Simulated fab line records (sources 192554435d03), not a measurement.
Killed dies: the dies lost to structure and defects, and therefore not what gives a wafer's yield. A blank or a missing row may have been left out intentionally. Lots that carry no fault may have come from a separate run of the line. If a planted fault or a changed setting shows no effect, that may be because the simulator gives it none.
Which tool was responsible? -- flow n5Finfet -- 11 lots, 27 wafers sampled, at 7 steps of a route of 1938

WHAT EACH GAUGE READ, for each wafer
N5_STI_FIN_REVEAL_CD_MEAS_22: target cd 6.238 nm, pitch 28 nm.
lot,measured,on,cdNm (nm)
L719,day 2 15:20,cdSem-03,6.20 5.89
L720,day 2 19:26,cdSem-03,6.41 6.59
L721,day 3 01:37,cdSem-03,6.44 6.35
L723,day 3 14:31,cdSem-01,6.42 6.36 6.77
L725,day 4 00:35,cdSem-01,5.89 6.25 6.05
L731,day 5 23:08,cdSem-01,5.96 6.72
L732,day 5 22:52,cdSem-01,6.24 5.87 6.54
L734,day 6 10:13,cdSem-03,6.07 6.60 6.19
L735,day 6 14:05,cdSem-02,5.55 6.47
L736,day 6 20:59,cdSem-03,5.87 6.50 6.05
L741,day 7 23:59,cdSem-01,6.52 6.22

N5_DUMMY_GATE_THK_MEAS_05.
lot,measured,on,thkNm (nm)
L719,day 2 21:27,filmMetro-01,73.5 72.3
L720,day 2 23:46,filmMetro-01,75.7 74.6
L721,day 3 07:20,filmMetro-01,70.4 71.3
L723,day 3 18:54,filmMetro-02,72.0 72.3 72.4
L725,day 4 05:23,filmMetro-02,72.0 70.5 72.2
L731,day 6 05:58,filmMetro-01,70.3 70.5
L732,day 6 05:01,filmMetro-02,2.0 2.0 2.0
L734,day 6 19:00,filmMetro-02,75.6 71.8 72.4
L735,day 7 02:29,filmMetro-02,72.8 75.8
L736,day 7 02:29,filmMetro-01,73.6 72.8 72.9
L741,day 8 04:42,filmMetro-02,70.6 74.4

N5_DUMMY_GATE_CD_MEAS_24: target cd 15 nm.
lot,measured,on,cdNm (nm)
L719,day 3 04:42,cdSem-01,15.2 15.0
L720,day 3 07:09,cdSem-01,15.4 15.3
L721,day 3 12:49,cdSem-02,14.2 15.9
L723,day 4 00:26,cdSem-01,14.6 15.8 15.4
L725,day 4 10:49,cdSem-02,15.6 15.3 15.3
L731,day 6 17:47,cdSem-01,15.0 15.0
L732,day 6 11:22,cdSem-01,- - -
L734,day 7 03:59,cdSem-03,14.6 15.0 14.8
L735,day 7 08:41,cdSem-01,15.0 15.0
L736,day 7 08:32,cdSem-03,15.6 15.8 14.8
L741,day 8 10:00,cdSem-02,15.2 16.3

N5_BEOL_M4_RC_MEAS_101.
lot,measured,on,DIBL_N (mV/V),DIBL_P (mV/V),IOFF_N (nA/um),IOFF_P (nA/um),ION_N (uA/um),ION_P (uA/um),SS_N (mV/dec),SS_P (mV/dec),VT_N (mV),VT_P (mV)
L719,day 7 22:37,prober-01,37.7 36.3,35.8 33.6,0.20 0.16,0.20 0.16,667 675,455 452,72.2 71.1,72.8 72.4,249 250,-252 -255
L720,day 7 20:10,prober-01,35.2 36.8,35.1 35.2,0.17 0.21,0.22 0.22,691 694,472 466,70.9 71.7,73.1 73.5,244 242,-245 -246
L721,day 8 10:36,prober-01,40.0 32.6,37.8 30.3,0.23 0.12,0.28 0.18,690 679,468 474,72.1 69.8,74.2 72.2,242 249,-246 -251
L723,day 9 05:07,prober-01,37.3 32.4 38.7,37.2 31.9 39.4,0.17 0.11 0.20,0.19 0.14 0.25,664 654 670,446 445 459,72.3 70.8 71.8,73.7 72.6 74.5,251 256 246,-255 -257 -251
L725,day 9 08:00,prober-02,32.5 35.9 35.7,32.2 35.1 35.0,0.11 0.15 0.15,0.16 0.19 0.18,679 676 675,473 460 464,69.6 70.2 70.1,71.7 73.4 72.7,256 251 251,-251 -251 -249
L731,day 11 09:38,prober-01,33.6 37.2,33.9 37.7,0.11 0.18,0.16 0.20,669 682,461 460,71.3 71.8,72.5 73.6,254 248,-254 -254
L734,day 12 04:15,prober-01,38.6 38.6 35.6,39.3 39.2 36.2,0.22 0.21 0.17,0.24 0.26 0.20,685 683 696,466 472 474,72.4 72.2 71.3,73.3 73.0 72.3,248 248 248,-251 -248 -249
L735,day 12 08:29,prober-01,34.9 39.8,34.7 40.8,0.13 0.25,0.18 0.29,658 683,448 465,72.0 72.4,73.1 74.8,254 242,-253 -246
L736,day 12 05:52,prober-02,33.6 35.3 34.5,34.1 36.7 37.0,0.12 0.14 0.14,0.17 0.20 0.21,669 647 688,457 447 473,71.5 71.2 70.9,72.7 72.7 73.6,255 251 250,-253 -249 -249
L741,day 13 13:23,prober-01,34.7 33.0,35.0 31.9,0.12 0.11,0.17 0.15,664 663,460 464,71.2 70.9,72.7 71.9,254 258,-253 -256

TOOL THAT RAN EACH LOT (tool first, then ch and the chambers of the sampled wafers, then the start)
lot,N5_FIN_CUT_PRECLEAN_35,N5_STI_FIN_REVEAL_RECESS_09,N5_DUMMY_GATE_CVD_03
L719,"vaporEtch-01 ch 0,1, day 2 06:07","vaporEtch-01 ch 0, day 2 12:40","lpcvd-02 ch 1/40,1/54, day 2 15:39"
L720,"vaporEtch-01 ch 0,1, day 2 10:31","vaporEtch-01 ch 0, day 2 17:18","lpcvd-01 ch 1/104,1/114, day 2 19:47"
L721,"vaporEtch-02 ch 0, day 2 16:35","vaporEtch-01 ch 1, day 2 22:57","lpcvd-02 ch 1/70,1/84, day 3 03:20"
L723,"vaporEtch-01 ch 0,1, day 3 05:34","vaporEtch-02 ch 0,1, day 3 11:51","lpcvd-02 ch 1/114,1/90,1/95, day 3 14:50"
L725,"vaporEtch-02 ch 0,1, day 3 15:15","vaporEtch-02 ch 0,1, day 3 21:55","lpcvd-02 ch 0/20,0/25,0/39, day 4 01:24"
L731,"vaporEtch-02 ch 0,1, day 5 13:29","vaporEtch-01 ch 0, day 5 20:28","lpcvd-02 ch 1/20,1/29, day 6 01:59"
L732,"vaporEtch-01 ch 0,1, day 5 13:56","vaporEtch-02 ch 0,1, day 5 20:44","lpcvd-01 ch 1/25,1/34,1/39, day 5 23:13"
L734,"vaporEtch-01 ch 0,1, day 6 00:39","vaporEtch-02 ch 0,1, day 6 07:55","lpcvd-02 ch 1/50,1/54,1/64, day 6 13:11"
L735,"vaporEtch-02 ch 1, day 6 04:51","vaporEtch-02 ch 0,1, day 6 11:38","lpcvd-01 ch 0/104,0/109, day 6 22:31"
L736,"vaporEtch-02 ch 0,1, day 6 09:57","vaporEtch-01 ch 0,1, day 6 17:59","lpcvd-01 ch 1/15,1/20,1/39, day 6 22:31"
L741,"vaporEtch-01 ch 0,1, day 7 14:47","vaporEtch-02 ch 0,1, day 7 22:19","lpcvd-01 ch 0/109,0/114, day 8 00:43"
- N5_FIN_CUT_PRECLEAN_35: cleans in vHF, time 13.3 s.
- N5_STI_FIN_REVEAL_RECESS_09: chemistry HF/NH3, target SiO2, afs cycles 11, target depth 42.5 nm, sublimation time 60 s.
- N5_DUMMY_GATE_CVD_03: deposits a-Si from SiH4, target thk 150 nm, time 8042 s.

WHAT THE TOOLS THEMSELVES READ (means of the sampled wafers that have a number; where no wafer has one, the mark that the record gives instead)
N5_FIN_CUT_PRECLEAN_35.
lot,tool,drypumpMotorCurrentA (A)
L719,vaporEtch-01,5.64
L720,vaporEtch-01,5.64
L721,vaporEtch-02,5.88
L723,vaporEtch-01,5.65
L725,vaporEtch-02,5.66
L731,vaporEtch-02,5.54
L732,vaporEtch-01,5.62
L734,vaporEtch-01,5.62
L735,vaporEtch-02,5.19
L736,vaporEtch-02,5.65
L741,vaporEtch-01,5.64

N5_STI_FIN_REVEAL_RECESS_09.
lot,tool,drypumpMotorCurrentA (A)
L719,vaporEtch-01,5.58
L720,vaporEtch-01,5.58
L721,vaporEtch-01,5.71
L723,vaporEtch-02,5.44
L725,vaporEtch-02,5.43
L731,vaporEtch-01,5.58
L732,vaporEtch-02,5.42
L734,vaporEtch-02,5.43
L735,vaporEtch-02,5.53
L736,vaporEtch-01,5.66
L741,vaporEtch-02,5.54

N5_DUMMY_GATE_CVD_03.
lot,tool,spikeTcBottomC (C),spikeTcCentreC (C)
L719,lpcvd-02,551.7,530.7
L720,lpcvd-01,553.5,530.0
L721,lpcvd-02,551.9,530.9
L723,lpcvd-02,550.8,531.1
L725,lpcvd-02,553.6,530.6
L731,lpcvd-02,551.0,531.5
L732,lpcvd-01,-,-
L734,lpcvd-02,551.0,531.8
L735,lpcvd-01,550.1,530.7
L736,lpcvd-01,553.4,530.0
L741,lpcvd-01,549.6,530.5

THE ANSWER, worked out from the rows above alone
Rule: what is usual is taken from the lots themselves. The widest of any qualifying gaps counts: lots, ordered by their means at a reading, are off when they make up no more than a third of the lots, leave a main group of 4 or more, and stand apart from it by 3 or more times the standard deviation of that group's means. A main group whose means are all the same, to the digits that the tables above print for the reading, isn't used. A lot without any number at a reading at which 4 lots or more have one is off too. Where the step has rows for the other lots, those lots are counted as sound. The gauges are gone through in route order, then the tools' own readings, and for those a lot's mean is taken as printed above. At the first step where some lot is off, the reading lying furthest off is the one used; lots without a number count as furthest.
Off: L732, at N5_DUMMY_GATE_THK_MEAS_05 (thkNm). For the main group the mean is 72.6 nm and the standard deviation 1.4.
A tool fits if, at a process step before that reading, it ran every lot that is off, and no sound lot after the first of them. The gauges at N5_DUMMY_GATE_THK_MEAS_05 aren't tried: what is off there is off at N5_DUMMY_GATE_CD_MEAS_24 too, on other tools, and a gauge's error can't cause that. No candidate that was tried fits.

WHAT THE SIMULATOR PUT IN
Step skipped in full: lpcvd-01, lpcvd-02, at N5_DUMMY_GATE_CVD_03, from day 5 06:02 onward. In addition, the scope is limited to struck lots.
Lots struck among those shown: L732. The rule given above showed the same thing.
